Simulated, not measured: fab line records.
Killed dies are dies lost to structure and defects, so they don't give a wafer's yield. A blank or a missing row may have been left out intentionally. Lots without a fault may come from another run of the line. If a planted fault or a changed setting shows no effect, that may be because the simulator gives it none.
fab line records | flow nand-harc
record lots=7 | wafers=21 | last-day=23
route steps=1159 shown A_STAIRCASE@519 END@1159
lots that met no fault: from a run of the same line without faults
start-h: start of the lot's first displayed wafer, in hours after the record's first day | wait-h: how many hours have passed since the lot's step before this one | " as in the row above | L1.1+2: one row covering several wafers at once | - either no value or no given start | * or withheld: withheld | < > ~ a bound
route shown NAME@n: names a module that has steps shown in the file, with the first one's number in the route | usual: mean and standard deviation over wafers with no fault | same: alike in all rows | chamber/n: place in a boat | sites: readings site by site | _std_site: how widely they spread, as a standard deviation | _edge_site: the outer-site mean with the inner-site mean subtracted | radius-mm: for every site, how far away it sits from the centre of the wafer | mask NAME#n: copy n | behind: the last tool/chamber to shape the wafer | hold: cause of the lot's hold/its duration in hours/its outcome | device: transistor that didn't switch, given as n, p or np | end of line: the same wafers' tests at the end of the route | for a step that has no rows: nothing shown but its recipe | killed: the dies lost at the first sort to structure and to defects; this is not the yield of the wafer | map: dies across one wafer; x = killed, . = not, _ = none there
set.NAME: the run value of the setting; set.NAME@STEP: its run value at that earlier step | model.NAME: the simulator's own value behind a step, which no gauge read
lots seen at some steps along the route; tables by step, rows by wafer
services: the hour from which a tool's chamber was out of use, counted from the record's first day as start-h (under 0 if before that day), plus the number of hours and why
## steps
# step NHARC_A_STAIRCASE_DEP_156
# recipe target-thk-a=500 | temp-c=400 | target-thk-nm=50 | flow-sccm=200 | rf-w=450 | material=SiNx
# usual heater-power-w=703/100 | showerhead-vpp-V=1335/51
lot.wafer | tool     | chamber | start-h | wait-h | heater-power-w | showerhead-vpp-V
L764.2    | pecvd-03 | 1       | 248.03  | 1.0    | 809            | 1384
L764.1    | "        | 2       | "       | "      | 600            | 1383
L764.3    | "        | 0       | "       | "      | 761            | 1355
L770.2    | pecvd-01 | 1       | 275.24  | 0.1    | 665            | 1346
L770.1    | "        | 2       | "       | "      | 810            | 1229
L770.4    | "        | 1       | "       | "      | 649            | 1334
L769.3    | pecvd-03 | 0       | 275.26  | 0.1    | 766            | 1381
L769.1    | "        | 1       | "       | "      | 829            | 1379
L769.6    | "        | 1       | "       | "      | 671            | 1373
L768.1    | pecvd-03 | 2       | 280.49  | 0.1    | 604            | 1380
L768.6    | "        | 2       | "       | "      | 623            | 1393
L768.5    | "        | 0       | "       | "      | 639            | 1399
L777.1    | pecvd-03 | 0       | 319.42  | 0.2    | 826            | 1373
L777.2    | "        | 1       | "       | "      | 744            | 1390
L777.6    | "        | 0       | "       | "      | 828            | 1371
L781.2    | pecvd-01 | 1       | 338.67  | 0.3    | 722            | 1324
L781.3    | "        | 2       | "       | "      | 765            | 1225
L781.5    | "        | 2       | "       | "      | 791            | 1216
L782.1    | pecvd-02 | 0       | 348.83  | 0.1    | 558            | 1302
L782.6    | "        | 2       | "       | "      | 729            | 1271
L782.5    | "        | 0       | "       | "      | 590            | 1323
# step NHARC_A_STAIRCASE_DEHYDRATE_158
# recipe temp-c=150 | time-s=120
# step NHARC_A_STAIRCASE_HMDS_159
# recipe time-s=30
# step NHARC_A_STAIRCASE_COAT_160
# recipe spin-rpm=1200
# step NHARC_A_STAIRCASE_SOFTBAKE_161
# recipe temp-c=135 | time-s=170
# step NHARC_A_STAIRCASE_EBR_162
# step NHARC_A_STAIRCASE_EXPOSE_163
# recipe na=0.5 | dose-mj=20.01 | mask-id=STAIR_OPEN
# step NHARC_A_STAIRCASE_PEB_164
# recipe peb-temp-c=115 | peb-time-s=130
# step NHARC_A_STAIRCASE_DEVELOP_165
# recipe time-s=140
# step NHARC_A_STAIRCASE_HARDBAKE_167
# recipe temp-c=120 | time-s=140
# step NHARC_A_STAIRCASE_DESCUM_168
# recipe time-s=3 | o2-flow-sccm=200 | ar-flow-sccm=0 | bias-power-w=0 | chemistry=O2
# usual drypump-motor-current-A=5.8/0.44 | oes-product-au=1.001/0.0097 | rf-vpp-V=57.9/0.85 | showerhead-plenum-p-Torr=1.95/0.078 | throttle-valve-pct=11.309/0.0091
lot.wafer | tool        | chamber | start-h | wait-h | drypump-motor-current-A | oes-product-au | rf-hours-counter-h | rf-vpp-V | showerhead-plenum-p-Torr | throttle-valve-pct
L764.2    | rie-diel-07 | 0       | 249.02  | -      | 5.3                     | 0.995          | 4                  | 58.0     | 1.88                     | 11.312
L764.1    | "           | 1       | "       | "      | 6.1                     | 0.995          | 5                  | 57.5     | 1.80                     | 11.293
L764.3    | "           | 2       | "       | "      | 4.9                     | 0.992          | 5                  | 58.1     | 1.92                     | 11.309
L769.3    | rie-diel-04 | 3       | 276.09  | -      | 5.9                     | 1.008          | 47                 | 58.5     | 1.95                     | 11.311
L769.1    | "           | 0       | "       | "      | 6.3                     | 1.003          | 59                 | 57.2     | 1.98                     | 11.317
L769.6    | "           | 2       | "       | "      | 5.9                     | 0.981          | -                  | 58.7     | 1.91                     | 11.312
L770.1    | rie-diel-04 | 0       | 276.32  | -      | 6.3                     | 0.997          | 60                 | 56.8     | 1.98                     | 11.332
L770.2    | "           | 2       | "       | "      | 6.0                     | 0.984          | 64                 | 59.5     | 1.91                     | 11.305
L770.4    | "           | 0       | "       | "      | 6.3                     | 0.986          | -                  | 58.1     | 1.98                     | 11.323
L768.1    | rie-diel-04 | 0       | 281.48  | -      | 6.2                     | 1.001          | 61                 | 58.4     | 1.98                     | 11.306
L768.6    | "           | 0       | "       | "      | 6.3                     | 0.996          | -                  | 57.7     | 1.98                     | 11.305
L768.5    | "           | 1       | "       | "      | 5.9                     | 1.005          | -                  | 56.9     | 1.80                     | 11.310
L777.2    | rie-diel-04 | 3       | 320.42  | -      | 5.9                     | 0.993          | 8                  | 57.8     | 1.95                     | 11.300
L777.1    | "           | 0       | "       | "      | 6.3                     | 1.015          | 8                  | 56.8     | 1.98                     | 11.294
L777.6    | "           | 3       | "       | "      | 5.9                     | 0.987          | -                  | 58.3     | 1.95                     | 11.314
L781.3    | rie-diel-05 | 0       | 339.70  | -      | 5.3                     | 0.985          | 62                 | 58.3     | 2.03                     | 11.320
L781.2    | "           | 1       | "       | "      | 6.1                     | 1.012          | 64                 | 56.6     | 1.92                     | 11.308
L781.5    | "           | 0       | "       | "      | 5.3                     | 0.984          | -                  | 57.8     | 2.03                     | 11.329
L782.1    | rie-diel-04 | 2       | 349.65  | -      | 6.0                     | 0.993          | 21                 | 56.8     | 1.90                     | 11.305
L782.5    | "           | 3       | "       | "      | 5.9                     | 0.991          | -                  | 56.2     | 1.94                     | 11.304
L782.6    | "           | 0       | "       | "      | 6.3                     | 1.011          | -                  | 57.4     | 1.98                     | 11.304
# step NHARC_A_STAIRCASE_ETCH_169
# recipe target-depth-a=500 | time-s=107.1 | ion-energy-ev=120 | ch3f-flow-sccm=50 | o2-flow-sccm=30 | ar-flow-sccm=200 | rf-w=500 | bias-w=100 | chemistry=CH3F/O2
# usual bias-w=99.97/0.3 | ch3f-flow-sccm=49.99/0.15 | drypump-motor-current-A=5.8/0.43 | oes-product-au=0.953/0.02 | rf-vpp-V=244.9/1.7 | showerhead-plenum-p-Torr=2.49/0.1 | throttle-valve-pct=20.662/0.0087
lot.wafer | tool        | chamber | start-h | wait-h | bias-w | ch3f-flow-sccm | drypump-motor-current-A | oes-product-au | rf-hours-counter-h | rf-vpp-V | showerhead-plenum-p-Torr | throttle-valve-pct
L764.3    | rie-diel-07 | 1       | 249.11  | 0.1    | 100.07 | 50.00          | 6.1                     | 0.978          | 5                  | 242.1    | 2.32                     | 20.682
L764.1    | "           | 2       | "       | "      | 99.97  | 50.25          | 4.8                     | 0.975          | 5                  | 244.1    | 2.46                     | 20.650
L764.2    | "           | 3       | "       | "      | 99.79  | 49.94          | 5.6                     | 0.956          | 4                  | 247.9    | 2.66                     | 20.664
L769.1    | rie-diel-04 | 0       | 276.19  | 0.1    | -      | -              | -                       | -              | -                  | -        | -                        | -
L769.3    | "           | 3       | "       | "      | -      | -              | -                       | -              | -                  | -        | -                        | -
L769.6    | "           | 3       | "       | "      | -      | -              | -                       | -              | -                  | -        | -                        | -
L770.1    | rie-diel-04 | 0       | 276.43  | 0.1    | -      | -              | -                       | -              | -                  | -        | -                        | -
L770.2    | "           | 2       | "       | "      | -      | -              | -                       | -              | -                  | -        | -                        | -
L770.4    | "           | 2       | "       | "      | -      | -              | -                       | -              | -                  | -        | -                        | -
L768.1    | rie-diel-04 | 3       | 281.59  | 0.1    | -      | -              | -                       | -              | -                  | -        | -                        | -
L768.5    | "           | 0       | "       | "      | -      | -              | -                       | -              | -                  | -        | -                        | -
L768.6    | "           | 1       | "       | "      | -      | -              | -                       | -              | -                  | -        | -                        | -
L777.2    | rie-diel-04 | 3       | 320.55  | 0.1    | 99.62  | 49.74          | 5.9                     | 0.939          | 9                  | 245.2    | 2.50                     | 20.657
L777.1    | "           | 0       | "       | "      | 99.38  | 49.82          | 6.3                     | 0.958          | 8                  | 245.0    | 2.54                     | 20.659
L777.6    | "           | 1       | "       | "      | 100.09 | 50.10          | 5.8                     | 0.947          | -                  | 241.0    | 2.31                     | 20.658
L781.2    | rie-diel-05 | 1       | 339.79  | 0.1    | 99.59  | 49.93          | 6.1                     | 0.940          | 64                 | 244.7    | 2.46                     | 20.678
L781.3    | "           | 2       | "       | "      | 99.94  | 49.95          | 6.3                     | 0.923          | 64                 | 246.9    | 2.63                     | 20.654
L781.5    | "           | 3       | "       | "      | 99.72  | 49.84          | 5.0                     | 0.929          | -                  | 246.2    | 2.54                     | 20.649
L782.1    | rie-diel-04 | 1       | 349.81  | 0.1    | 99.92  | 50.16          | 5.8                     | 0.956          | 19                 | 242.8    | 2.30                     | 20.652
L782.6    | "           | 3       | "       | "      | 99.72  | 50.01          | 5.9                     | 0.944          | -                  | 244.1    | 2.49                     | 20.676
L782.5    | "           | 0       | "       | "      | 100.09 | 49.86          | 6.2                     | 0.961          | -                  | 245.4    | 2.54                     | 20.667
# step NHARC_A_STAIRCASE_ETCH_170
# recipe target-depth-a=2000 | time-s=66.667 | ion-energy-ev=250 | c4f6-flow-sccm=25 | o2-flow-sccm=20 | ar-flow-sccm=500 | rf-w=600 | bias-w=500 | chemistry=C4F6/O2
# usual bias-w=500.0/1.6 | c4f6-flow-sccm=25.00/0.079 | drypump-motor-current-A=5.8/0.42 | oes-product-au=0.974/0.016 | rf-vpp-V=548/3.1 | showerhead-plenum-p-Torr=3.98/0.15 | throttle-valve-pct=26.903/0.0088
lot.wafer | tool        | chamber | start-h | wait-h | bias-w | c4f6-flow-sccm | drypump-motor-current-A | oes-product-au | rf-hours-counter-h | rf-vpp-V | showerhead-plenum-p-Torr | throttle-valve-pct
L764.3    | rie-diel-07 | 0       | -       | -      | 499.4  | 25.17          | 5.3                     | 0.982          | 4                  | 546      | 3.86                     | 26.903
L764.1    | "           | 1       | "       | "      | 498.3  | 24.93          | 6.0                     | 0.985          | 5                  | 542      | 3.71                     | 26.898
L764.2    | "           | 2       | "       | "      | 499.0  | 24.88          | 4.9                     | 0.990          | 5                  | 547      | 3.93                     | 26.908
L769.1    | rie-diel-04 | 2       | 276.37  | 0.2    | 501.0  | 25.06          | 5.9                     | 0.965          | 64                 | 547      | 3.91                     | 26.895
L769.3    | "           | 3       | "       | "      | 496.2  | 25.13          | 5.9                     | 0.975          | 47                 | 547      | 3.99                     | 26.900
L769.6    | "           | 3       | "       | "      | 499.5  | 25.07          | 5.9                     | 0.971          | -                  | 549      | 3.99                     | 26.906
L770.1    | rie-diel-04 | 3       | 276.56  | 0.1    | 503.6  | 25.03          | 5.8                     | 0.978          | 48                 | 549      | 3.99                     | 26.922
L770.2    | "           | 2       | "       | "      | 499.4  | 25.01          | 6.0                     | 0.962          | 64                 | 548      | 3.91                     | 26.899
L770.4    | "           | 2       | "       | "      | 499.9  | 25.05          | 5.9                     | 0.971          | -                  | 546      | 3.91                     | 26.895
L768.1    | rie-diel-04 | 3       | 281.69  | 0.1    | 500.2  | 24.89          | 5.8                     | 0.983          | 49                 | 549      | 3.99                     | 26.909
L768.5    | "           | 1       | "       | "      | 500.3  | 24.95          | 5.9                     | 0.980          | -                  | 544      | 3.70                     | 26.897
L768.6    | "           | 2       | "       | "      | 499.5  | 24.85          | 6.0                     | 0.981          | -                  | 546      | 3.91                     | 26.905
L777.1    | rie-diel-04 | 0       | -       | -      | 499.1  | 25.04          | 6.3                     | 0.971          | 9                  | 549      | 4.05                     | 26.916
L777.2    | "           | 2       | "       | "      | 498.9  | 24.96          | 5.9                     | 0.966          | 9                  | 547      | 3.90                     | 26.907
L777.6    | "           | 0       | "       | "      | 500.4  | 24.99          | 6.3                     | 0.976          | -                  | 550      | 4.05                     | 26.894
L781.3    | rie-diel-05 | 1       | -       | -      | 498.2  | 25.09          | 6.1                     | 0.946          | 64                 | 548      | 3.93                     | 26.905
L781.2    | "           | 3       | "       | "      | 500.7  | 24.95          | 5.0                     | 0.954          | 62                 | 550      | 4.05                     | 26.899
L781.5    | "           | 0       | "       | "      | 498.0  | 25.00          | 5.3                     | 0.932          | -                  | 551      | 4.15                     | 26.902
L782.1    | rie-diel-04 | 0       | -       | -      | 499.2  | 24.96          | 6.3                     | 0.975          | 20                 | 549      | 4.04                     | 26.900
L782.6    | "           | 1       | "       | "      | 498.9  | 24.87          | 5.8                     | 0.983          | -                  | 542      | 3.69                     | 26.895
L782.5    | "           | 2       | "       | "      | 501.8  | 24.91          | 5.9                     | 0.967          | -                  | 545      | 3.90                     | 26.907
# step NHARC_END_SORT_01
# recipe temp-c=25
# usual killed-at-array=27/12 | killed-at-other=0.8/1 | killed-at-periphery=4.0/2.5 | killed-dies=32/11 | killed-open=3.3/1.8 | killed-short=2.0/1.5
# same gross-dies=677
lot.wafer | tool      | chamber | start-h | wait-h | killed-at-array | killed-at-other | killed-at-periphery | killed-dies | killed-open | killed-short
L769.1    | prober-01 | 0       | 472.13  | 2.5    | 670             | 5               | 2                   | 677         | 4           | 2
L769.3    | prober-01 | 0       | 473.74  | 3.1    | 667             | 3               | 7                   | 677         | 4           | 1
L769.6    | prober-01 | 0       | 476.14  | 4.0    | 671             | 2               | 4                   | 677         | 3           | 3
L770.1    | prober-02 | 0       | 476.32  | 2.5    | 672             | 3               | 2                   | 677         | 0           | 2
L770.2    | prober-02 | 0       | 477.13  | 2.8    | 672             | 4               | 1                   | 677         | 3           | 2
L770.4    | prober-02 | 0       | 478.75  | 3.4    | 675             | 2               | 0                   | 677         | 0           | 1
L768.1    | prober-02 | 0       | 488.59  | 2.5    | 676             | 0               | 1                   | 677         | 5           | 5
L768.5    | prober-02 | 0       | 491.84  | 3.8    | 674             | 0               | 3                   | 677         | 1           | 4
L768.6    | prober-02 | 0       | 492.66  | 4.1    | 675             | 0               | 2                   | 677         | 4           | 2
# killed by level:class
L769.1 A_STAIRCASE:area-etch=643 A_CHANNEL_HOLE_D1:chamber-film-flake=13 A_STAIRCASE:chamber-film-flake=7 THIN_TSV:chamber-film-flake=5 P_M0:geometric-particle:open=2 A_CONTACT:chamber-film-flake=2 A_SGD_CUT:geometric-particle:short=1 A_CONTACT:geometric-particle:open=1
L769.3 A_STAIRCASE:area-etch=641 A_CHANNEL_HOLE_D1:chamber-film-flake=12 A_STAIRCASE:chamber-film-flake=5 A_CONTACT:chamber-film-flake=5 P_GATE:chamber-film-flake=4 THIN_TSV:chamber-film-flake=3 A_CONTACT:geometric-particle:open=2 P_CONTACT:geometric-particle:open=1
L769.6 A_STAIRCASE:area-etch=643 A_CHANNEL_HOLE_D1:chamber-film-flake=14 A_STAIRCASE:chamber-film-flake=5 A_CONTACT:chamber-film-flake=4 A_M0:geometric-particle:short=2 P_GATE:chamber-film-flake=2 THIN_TSV:chamber-film-flake=2 P_CONTACT:geometric-particle:open=1
L770.1 A_STAIRCASE:area-etch=647 A_SLIT:chamber-film-flake=11 A_STAIRCASE:chamber-film-flake=6 A_CHANNEL_HOLE_D1:chamber-film-flake=4 THIN_TSV:chamber-film-flake=3 P_GATE:chamber-film-flake=2 A_M1:chamber-film-flake=2 A_ONON_D1:geometric-particle:short=1
L770.2 A_STAIRCASE:area-etch=643 A_SLIT:chamber-film-flake=11 A_STAIRCASE:chamber-film-flake=6 A_CHANNEL_HOLE_D1:chamber-film-flake=4 THIN_TSV:chamber-film-flake=3 A_M1:chamber-film-flake=2 A_ONON_D1:geometric-particle:open=1 A_CHANNEL_FILL_D1:geometric-particle:short=1
L770.4 A_STAIRCASE:area-etch=657 A_SLIT:chamber-film-flake=9 A_STAIRCASE:chamber-film-flake=3 A_CHANNEL_HOLE_D1:chamber-film-flake=2 A_M1:chamber-film-flake=2 THIN_TSV:chamber-film-flake=2 A_CONTACT:geometric-particle:short=1 A_CHANNEL_FILL_D1:chamber-film-flake=1
L768.1 A_STAIRCASE:area-etch=631 A_CHANNEL_HOLE_D1:chamber-film-flake=14 A_SLIT:chamber-film-flake=9 A_STAIRCASE:chamber-film-flake=9 A_WL_FILL:chamber-film-flake=3 A_ONON_D1:geometric-particle:short=2 A_CHANNEL_FILL_D1:geometric-particle:short=2 P_M0:geometric-particle:open=1
L768.5 A_STAIRCASE:area-etch=643 A_CHANNEL_HOLE_D1:chamber-film-flake=17 A_SLIT:chamber-film-flake=7 P_M0:geometric-particle:short=1 A_ONON_D1:geometric-particle:short=1 A_CHANNEL_FILL_D1:geometric-particle:short=1 A_CONTACT:geometric-particle:short=1 A_CONTACT:geometric-particle:open=1
L768.6 A_STAIRCASE:area-etch=639 A_CHANNEL_HOLE_D1:chamber-film-flake=12 A_SLIT:chamber-film-flake=12 A_STAIRCASE:chamber-film-flake=6 P_M0:geometric-particle:open=1 A_SOURCE_PLATE:geometric-particle:short=1 A_CHANNEL_HOLE_D1:geometric-particle:short=1 A_CHANNEL_FILL_D1:geometric-particle:open=1
# map L768.1 (x killed, . not)
____________x____________
_________xxxxxxx_________
_______xxxxxxxxxxx_______
______xxxxxxxxxxxxx______
_____xxxxxxxxxxxxxxx_____
____xxxxxxxxxxxxxxxxx____
____xxxxxxxxxxxxxxxxx____
___xxxxxxxxxxxxxxxxxxx___
___xxxxxxxxxxxxxxxxxxx___
__xxxxxxxxxxxxxxxxxxxxx__
__xxxxxxxxxxxxxxxxxxxxx__
_xxxxxxxxxxxxxxxxxxxxxxx_
_xxxxxxxxxxxxxxxxxxxxxxx_
_xxxxxxxxxxxxxxxxxxxxxxx_
_xxxxxxxxxxxxxxxxxxxxxxx_
_xxxxxxxxxxxxxxxxxxxxxxx_
xxxxxxxxxxxxxxxxxxxxxxxxx
xxxxxxxxxxxxxxxxxxxxxxxxx
xxxxxxxxxxxxxxxxxxxxxxxxx
xxxxxxxxxxxxxxxxxxxxxxxxx
xxxxxxxxxxxxxxxxxxxxxxxxx
_xxxxxxxxxxxxxxxxxxxxxxx_
_xxxxxxxxxxxxxxxxxxxxxxx_
_xxxxxxxxxxxxxxxxxxxxxxx_
_xxxxxxxxxxxxxxxxxxxxxxx_
_xxxxxxxxxxxxxxxxxxxxxxx_
__xxxxxxxxxxxxxxxxxxxxx__
__xxxxxxxxxxxxxxxxxxxxx__
___xxxxxxxxxxxxxxxxxxx___
___xxxxxxxxxxxxxxxxxxx___
____xxxxxxxxxxxxxxxxx____
____xxxxxxxxxxxxxxxxx____
_____xxxxxxxxxxxxxxx_____
______xxxxxxxxxxxxx______
_______xxxxxxxxxxx_______
_________xxxxxxx_________
____________x____________
# map L769.1 (x killed, . not)
____________x____________
_________xxxxxxx_________
_______xxxxxxxxxxx_______
______xxxxxxxxxxxxx______
_____xxxxxxxxxxxxxxx_____
____xxxxxxxxxxxxxxxxx____
____xxxxxxxxxxxxxxxxx____
___xxxxxxxxxxxxxxxxxxx___
___xxxxxxxxxxxxxxxxxxx___
__xxxxxxxxxxxxxxxxxxxxx__
__xxxxxxxxxxxxxxxxxxxxx__
_xxxxxxxxxxxxxxxxxxxxxxx_
_xxxxxxxxxxxxxxxxxxxxxxx_
_xxxxxxxxxxxxxxxxxxxxxxx_
_xxxxxxxxxxxxxxxxxxxxxxx_
_xxxxxxxxxxxxxxxxxxxxxxx_
xxxxxxxxxxxxxxxxxxxxxxxxx
xxxxxxxxxxxxxxxxxxxxxxxxx
xxxxxxxxxxxxxxxxxxxxxxxxx
xxxxxxxxxxxxxxxxxxxxxxxxx
xxxxxxxxxxxxxxxxxxxxxxxxx
_xxxxxxxxxxxxxxxxxxxxxxx_
_xxxxxxxxxxxxxxxxxxxxxxx_
_xxxxxxxxxxxxxxxxxxxxxxx_
_xxxxxxxxxxxxxxxxxxxxxxx_
_xxxxxxxxxxxxxxxxxxxxxxx_
__xxxxxxxxxxxxxxxxxxxxx__
__xxxxxxxxxxxxxxxxxxxxx__
___xxxxxxxxxxxxxxxxxxx___
___xxxxxxxxxxxxxxxxxxx___
____xxxxxxxxxxxxxxxxx____
____xxxxxxxxxxxxxxxxx____
_____xxxxxxxxxxxxxxx_____
______xxxxxxxxxxxxx______
_______xxxxxxxxxxx_______
_________xxxxxxx_________
____________x____________
## services
tool        | chamber | start-h | hours | kind
rie-diel-07 | -       | 228.70  | 9.0   | pm
pecvd-01    | -       | 237.10  | 13.0  | pm
pecvd-02    | 0       | 237.98  | 7.2   | repair
rie-diel-04 | 0       | 243.42  | -     | clean
rie-diel-04 | 1       | 243.42  | -     | clean
rie-diel-04 | 2       | 243.42  | -     | clean
rie-diel-04 | 3       | 243.42  | -     | clean
rie-diel-05 | 0       | 250.14  | 1.2   | repair
rie-diel-07 | 3       | 259.11  | 11.9  | repair
rie-diel-07 | 0       | 266.82  | 8.3   | repair
rie-diel-04 | 0       | 267.92  | -     | clean
rie-diel-04 | 1       | 267.92  | -     | clean
rie-diel-04 | 2       | 267.92  | -     | clean
rie-diel-04 | 3       | 267.92  | -     | clean
rie-diel-04 | 1       | 269.64  | 10.0  | repair
pecvd-01    | 0       | 273.46  | 5.9   | repair
rie-diel-07 | 1       | 284.16  | 23.1  | repair
rie-diel-04 | -       | 288.90  | 9.0   | pm
rie-diel-04 | 0       | 288.90  | 9.0   | vent-cycle
rie-diel-04 | 1       | 288.90  | 11.2  | vent-cycle
rie-diel-04 | 2       | 288.90  | 9.0   | vent-cycle
pecvd-03    | -       | 292.16  | 13.0  | pm
pecvd-02    | -       | 334.33  | 13.0  | pm
rie-diel-05 | -       | 340.63  | 9.0   | pm
## key
first-sign step=NHARC_A_STAIRCASE_ETCH_169 | reading=tool-record | direction=missing
effect step=NHARC_END_SORT_01 | reading=killed-dies | direction=up | sigmas=58 | usual=32 | struck=677
more-kills-born-at NHARC_A_STAIRCASE_ETCH_169@rie-diel-04=5781
met-at NHARC_A_STAIRCASE_ETCH_169
struck-wafers L768.1,L768.5,L768.6,L769.1,L769.3,L769.6,L770.1,L770.2,L770.4
later-rows-left-out L768.1,L768.5,L768.6,L769.1,L769.3,L769.6,L770.1,L770.2,L770.4
tester-left-out L768,L769,L770
fault kind=skipped-step-whole | tool=rie-diel-04 | chamber=- | onset-h=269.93 | steps=NHARC_A_STAIRCASE_ETCH_169 | scope=struck-lots-only
# tester-left-out: of these lots the tester's yield and bins aren't shown, on N5 and GAA mostly nor the transistor test; their killed dies are dies lost to structure and defects alone, not to doping, threshold or leakage, so they don't give the yield
# later-rows-left-out: the simulator's readings of these wafers behind a module that went badly wrong aren't trusted and aren't shown, but for the sort
